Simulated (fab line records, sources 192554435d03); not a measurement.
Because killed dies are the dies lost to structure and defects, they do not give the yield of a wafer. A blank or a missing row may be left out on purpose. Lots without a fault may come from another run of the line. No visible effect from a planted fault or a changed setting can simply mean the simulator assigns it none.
A lot that was struck, set against a sound lot :: flow n5 finfet :: 15 steps out of a route of 1938
Sound: these wafers, L993.1, L993.5, L993.6. Wafers L105.1, L105.4 were the ones struck. The cause is given at the end.
For every step that has rows: the tool of each side, followed by ch and its chambers, followed by its first start. Under that, the readings that differ: sound wafers :: struck wafers :: difference of the means :: sigmas: that difference in standard deviations of wafers without a fault.
alike: same words and numbers on both sides, and readings whose means sit less than 2 such deviations apart. not compared: any withheld reading, any reading some wafer has no value for, any bound like >300 that may hide the same value, and any number with overlapping values for which the record gives no deviation.
A row with sigmas, a row that says differs or no value, or rows on one side alone: a step with any of these is where the two part. Non-overlapping numbers with no deviation appear without sigmas and do not part them. A reading that every wafer of one side lacks parts them only if that side has two wafers or more.

first, 7 steps without rows for these wafers: N5_BEOL_M7_COAT_71 (time 60 s, resist thk 5 nm); N5_BEOL_M7_COAT_22 (resist thk 30 nm); N5_BEOL_M7_EBR_24; N5_BEOL_M7_SOFTBAKE_23 (time 60 s); N5_BEOL_M7_EXPOSE_25 (exposes mask V6, target cd 40 nm); N5_BEOL_M7_PEB_26 (peb time 60 s); N5_BEOL_M7_DEVELOP_27 (develop time 30 s).
N5_BEOL_M7_CD_MEAS_28: the cd target is 40 nm.
  sound on cd sem-01 ch 0, day 11 01:02; struck on cd sem-02 ch 0, day 14 03:37
  alike: cd nm
N5_BEOL_M7_OVL_MEAS_29:
  sound on overlay-02 ch 0, day 11 01:04; struck on overlay-01 ch 0, day 14 03:39
  alike: V6_OVL
N5_BEOL_M7_INSPECT_30: inspects for defects (brightfield).
  sound on defect inspect-02, day 11 01:08; struck on defect inspect-01, day 14 03:43
  alike: raw defect count
N5_BEOL_M7_DESCUM_33: chemistry O2, time 7 s.
  sound on rie diel-03 ch 0,1,3, day 11 01:10; struck on rie diel-05 ch 0,3, day 14 03:44
  alike: drypump motor current A, oes product au, rf vpp V, showerhead plenum p Torr, throttle valve pct
  not compared: rf hours counter h
N5_BEOL_M7_ETCH_72: etches underlayer in N2/H2, target depth 6.5 nm, time 5.2 s.
  sound on rie diel-03 ch 0,1,3, day 11 01:12; struck on rie diel-05 ch 0,3, day 14 03:47
  alike: drypump motor current A, etch rf on time s, oes product au, rf vpp V, showerhead plenum p Torr, throttle valve pct
  not compared: rf hours counter h
N5_BEOL_M7_ETCH_65: etches SiARC in CF4, target depth 15.6 nm, time 26 s.
  sound on rie diel-03 ch 0,1,3, day 11 01:13; struck on rie diel-05 ch 0,3, day 14 03:47
reading: etch rf on time s (s)
sound: 25.7 25.0 26.7
struck: 17.7 17.2
difference: -8.4
sigmas: -16

reading: oes product au (a.u.)
sound: 0.74 0.80 0.60
struck: 0.93 0.86
difference: +0.18
sigmas: +3
  alike: drypump motor current A, rf vpp V, showerhead plenum p Torr, throttle valve pct
  not compared: rf hours counter h
N5_BEOL_M7_ETCH_66: etches SOC in N2/H2, target depth 80 nm, overetch 16 nm, time 120 s.
  sound on rie diel-03 ch 0,1,3, day 11 01:15; struck on rie diel-05 ch 0,3, day 14 03:49
  alike: drypump motor current A, oes product au, rf vpp V, showerhead plenum p Torr, throttle valve pct
  not compared: rf hours counter h
-- the record jumps here: 3 days lie between the struck wafers' starts before and after (it left off in module BEOL_M7 and takes up again in module PASSIVATION, whose first step shown is number 1936 of the route) --
N5_PASSIVATION_PROBE_49:
  sound on prober-01, day 14 10:29; struck on prober-01, day 17 06:26
  alike: defect limited yield, killed_at_M0_to_M3, killed_at_M4_up, killed at contacts, killed at front end, killed at other, killed dies, killed open, killed short, sort_bin_5_function, sort_bin_6_memory, sort n pass, sort yield pct

WHERE THEY PART
Only at N5_BEOL_M7_ETCH_65, as far as this record shows. Later steps at which nothing parts them and some readings are alike: N5_BEOL_M7_ETCH_66, N5_PASSIVATION_PROBE_49.

WHY: the cause the simulator had injected
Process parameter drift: rie diel-05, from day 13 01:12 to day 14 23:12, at N5_BEOL_M7_ETCH_65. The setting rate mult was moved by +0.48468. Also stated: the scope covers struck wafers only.
